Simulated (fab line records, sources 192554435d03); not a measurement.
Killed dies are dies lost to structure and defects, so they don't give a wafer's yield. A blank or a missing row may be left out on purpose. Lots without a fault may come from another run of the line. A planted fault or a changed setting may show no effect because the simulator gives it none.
Split-lot experiment | flow n5_finfet | 7 lots, 39 wafers read, on a route of 1938 steps

THE SPLIT
At N5_SD_EPI_P_EPI_21 (deposits SiGe:B, time 355 s), the setting time_s was moved away from the recipe's 355 s on 6 of the 39 wafers read, by +7.9% to +12.8%. The other wafers ran this setting at the recipe's value.

FROM THE SPLIT TO THE READING: what the file shows between them, 3 steps
- N5_SD_EPI_P_HM_STRIP_48: strips SiNx in H3PO4, material SiNx, target depth 3 nm
- N5_SD_ACTIVATION_RTA_00: time 0 s
- N5_SD_ACTIVATION_LSA_01: time 0.0008 s

THE READING
RS_SD_P, in ohm/sq, at N5_SD_ACTIVATION_RS_MEAS_03 (measures by four-point-probe). Fault-free wafers of this fab line usually give 56.4 ohm/sq, standard deviation 0.82 ohm/sq.

wafer  | tool, chamber at the split | time_s as run, s | against the recipe | RS_SD_P, ohm/sq | against lot-mates on the recipe
L075.3 | epi_rpcvd-01, 0            | 355              | recipe             | 55.2            | -
L075.4 | epi_rpcvd-01, 0            | 355              | recipe             | 55.6            | -
L075.5 | epi_rpcvd-01, 0            | 355              | recipe             | 56.0            | -
L077.1 | epi_rpcvd-01, 0            | 355              | recipe             | 55.5            | -
L077.2 | epi_rpcvd-01, 0            | 355              | recipe             | 55.0            | -
L077.3 | epi_rpcvd-01, 0            | 400.3            | +12.8%             | 51.4            | -4.1
L077.4 | epi_rpcvd-01, 0            | 400.3            | +12.8%             | 51.2            | -4.3
L077.5 | epi_rpcvd-01, 0            | 400.3            | +12.8%             | 50.6            | -4.9
L077.6 | epi_rpcvd-01, 0            | 355              | recipe             | 55.9            | -
L081.1 | epi_rpcvd-04, 0            | 355              | recipe             | 57.4            | -
L081.2 | epi_rpcvd-04, 0            | 355              | recipe             | 56.3            | -
L081.3 | epi_rpcvd-04, 0            | 355              | recipe             | 56.3            | -
L081.4 | epi_rpcvd-04, 0            | 355              | recipe             | 57.6            | -
L081.5 | epi_rpcvd-04, 0            | 355              | recipe             | 56.9            | -
L081.6 | epi_rpcvd-04, 0            | 355              | recipe             | 56.4            | -
L082.1 | epi_rpcvd-01, 0            | 383              | +7.9%              | 52.4            | -3.9
L082.2 | epi_rpcvd-01, 0            | 383              | +7.9%              | 53.1            | -3.2
L082.3 | epi_rpcvd-01, 0            | 355              | recipe             | 56.3            | -
L082.4 | epi_rpcvd-01, 0            | 355              | recipe             | 56.3            | -
L082.5 | epi_rpcvd-01, 0            | 383              | +7.9%              | 53.7            | -2.6
L082.6 | epi_rpcvd-01, 0            | 355              | recipe             | 56.2            | -
L084.1 | epi_rpcvd-04, 0            | 355              | recipe             | 56.7            | -
L084.2 | epi_rpcvd-04, 0            | 355              | recipe             | 57.4            | -
L084.3 | epi_rpcvd-04, 0            | 355              | recipe             | 57.0            | -
L084.4 | epi_rpcvd-04, 0            | 355              | recipe             | 57.1            | -
L084.5 | epi_rpcvd-04, 0            | 355              | recipe             | 57.0            | -
L084.6 | epi_rpcvd-04, 0            | 355              | recipe             | 56.9            | -
L085.1 | epi_rpcvd-03, 0            | 355              | recipe             | 57.9            | -
L085.2 | epi_rpcvd-03, 0            | 355              | recipe             | 57.4            | -
L085.3 | epi_rpcvd-03, 0            | 355              | recipe             | 57.4            | -
L085.4 | epi_rpcvd-03, 0            | 355              | recipe             | 57.8            | -
L085.5 | epi_rpcvd-03, 0            | 355              | recipe             | 57.2            | -
L085.6 | epi_rpcvd-03, 0            | 355              | recipe             | 57.4            | -
L091.1 | epi_rpcvd-01, 0            | 355              | recipe             | 56.1            | -
L091.2 | epi_rpcvd-01, 0            | 355              | recipe             | 56.9            | -
L091.3 | epi_rpcvd-01, 0            | 355              | recipe             | 56.8            | -
L091.4 | epi_rpcvd-01, 0            | 355              | recipe             | 56.7            | -
L091.5 | epi_rpcvd-01, 0            | 355              | recipe             | 56.7            | -
L091.6 | epi_rpcvd-01, 0            | 355              | recipe             | 57.3            | -

THE FIT
A straight line over all 39 wafers: RS_SD_P changes by -0.445 ohm/sq for each +1% of time_s; r = -0.93; the points scatter about the line by 0.71 ohm/sq.
The same after taking each lot's own level away (the mean of its wafers on the recipe; 39 wafers): -0.361 ohm/sq for each +1%; r = -0.97; scatter 0.38 ohm/sq.
On that fit, the largest move of time_s shifts the reading by 4.6 ohm/sq.
The lots' own levels span 55.47 to 57.52 ohm/sq, that is 2.5 times the standard deviation above.
So the lot-to-lot level changes the slope: the two fits differ.
Check: with one of the wafers moved furthest among these (+12.8%) left out of the fit, the line predicts -4.79 ohm/sq for it against its lot-mates. It came out at -4.07 ohm/sq against them.

OTHER SPLITS ON THESE WAFERS
These wafers also went through other splits before the reading. Each is held against what the fit with the lots' levels taken away leaves over:
other split on the same wafers       | wafers away from the commonest value | r with RS_SD_P (lot level and that fit taken away)
N5_FIN_CUT_ETCH_21 bias_w            | 15                                   | +0.04
N5_DUMMY_GATE_ETCH_31 target_depth_a | 15                                   | +0.18

THE WHOLE CHAIN: every reading that the file lists as answering this split, in the file's order
step                        | what it does                 | reading                                                                           | change (the file's fit)               | r (the file's)
N5_SD_EPI_P_EPI_21          | deposits SiGe:B, time 355 s  | SiGe-B_of_SD_EPI_P_EPI_21.thk_nm (the simulator's own value, which no gauge read) | +0.424 nm for each +1% of the setting | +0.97
N5_SD_ACTIVATION_RS_MEAS_03 | measures by four-point-probe | RS_SD_P                                                                           | -0.362 for each +1% of the setting    | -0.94

THE FILE'S OWN FIT
RS_SD_P changes by -0.362 ohm/sq for each +1% of time_s, r = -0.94.
